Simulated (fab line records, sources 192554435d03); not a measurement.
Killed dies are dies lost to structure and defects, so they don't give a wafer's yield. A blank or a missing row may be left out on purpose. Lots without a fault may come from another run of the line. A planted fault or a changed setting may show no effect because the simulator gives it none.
Which tool did it? | flow n5_finfet | 11 lots, 33 wafers sampled, at 3 steps of a route of 1938

WHAT THE GAUGES READ, wafer by wafer
N5_BEOL_M12_CD_MEAS_10: target cd 140 nm.
lot  | measured     | on        | cd_nm (nm)
L075 | day 11 00:26 | cd_sem-03 | 140.3 140.5 137.5
L077 | day 11 23:38 | cd_sem-01 | 140.6 142.3 140.1
L079 | day 12 00:59 | cd_sem-01 | 140.4 138.3 137.0
L078 | day 12 07:50 | cd_sem-01 | 137.0 137.4 140.1
L083 | day 12 21:52 | cd_sem-02 | 140.3 140.4 139.2
L085 | day 13 21:01 | cd_sem-03 | 138.8 140.3 139.4
L089 | day 14 09:13 | cd_sem-02 | 141.0 141.8 141.7
L091 | day 14 11:32 | cd_sem-03 | 143.0 141.4 141.3
L088 | day 14 16:35 | cd_sem-03 | 140.3 140.7 142.2
L092 | day 15 18:42 | cd_sem-03 | 139.7 140.0 138.2
L095 | day 16 19:15 | cd_sem-02 | 140.8 138.6 140.2

WHICH TOOL RAN EACH LOT (tool, then ch and the chambers of the sampled wafers, then the start)
lot  | N5_BEOL_M11_CURE_72           | N5_BEOL_M11_CMP_52
L075 | uv_cure-01 ch 2, day 10 21:17 | cmp-04 ch 0,2,3, day 10 23:26
L077 | uv_cure-03 ch 2, day 11 20:24 | cmp-04 ch 0,1, day 11 22:41
L079 | uv_cure-03 ch 1, day 11 20:54 | cmp-04 ch 0,2,3, day 11 23:56
L078 | uv_cure-02 ch 1, day 12 03:11 | cmp-04 ch 0,1,3, day 12 06:54
L083 | uv_cure-03 ch 0, day 12 18:55 | cmp-04 ch 0,1,3, day 12 20:56
L085 | uv_cure-03 ch 2, day 13 17:59 | cmp-03 ch 1,2,3, day 13 19:58
L089 | uv_cure-03 ch 2, day 14 04:39 | cmp-02 ch 1,2,3, day 14 08:14
L091 | uv_cure-01 ch 0, day 14 08:11 | cmp-03 ch 0,1, day 14 10:26
L088 | uv_cure-01 ch 2, day 14 12:52 | cmp-04 ch 0,3, day 14 15:40
L092 | uv_cure-01 ch 2, day 15 15:25 | cmp-03 ch 1,2, day 15 17:40
L095 | uv_cure-03 ch 2, day 16 15:01 | cmp-03 ch 0,2,3, day 16 18:09
- N5_BEOL_M11_CURE_72: cures SiCOH lowk, time 120 s.
- N5_BEOL_M11_CMP_52: polishes, stops on SiCOH lowk, t overpolish 7 s, target thk 140 nm.

THE ANSWER, worked out from the rows above alone
Rule: what is usual is taken from the lots themselves. Put in order of their means at a reading, lots are off if they are a third of the lots or fewer, leave a main group of 4 or more, and stand apart from it by a gap of 3 or more times the standard deviation of the main group's means; of several such gaps the widest counts. A main group whose means are all the same, to the digits that the tables above print for the reading, isn't used. A lot without any number at a reading at which 4 lots or more have one is off too. The other lots that the step has rows for count as sound.
No lot is off at any reading shown: from this, nothing can be told.

WHAT THE SIMULATOR HAD PUT IN
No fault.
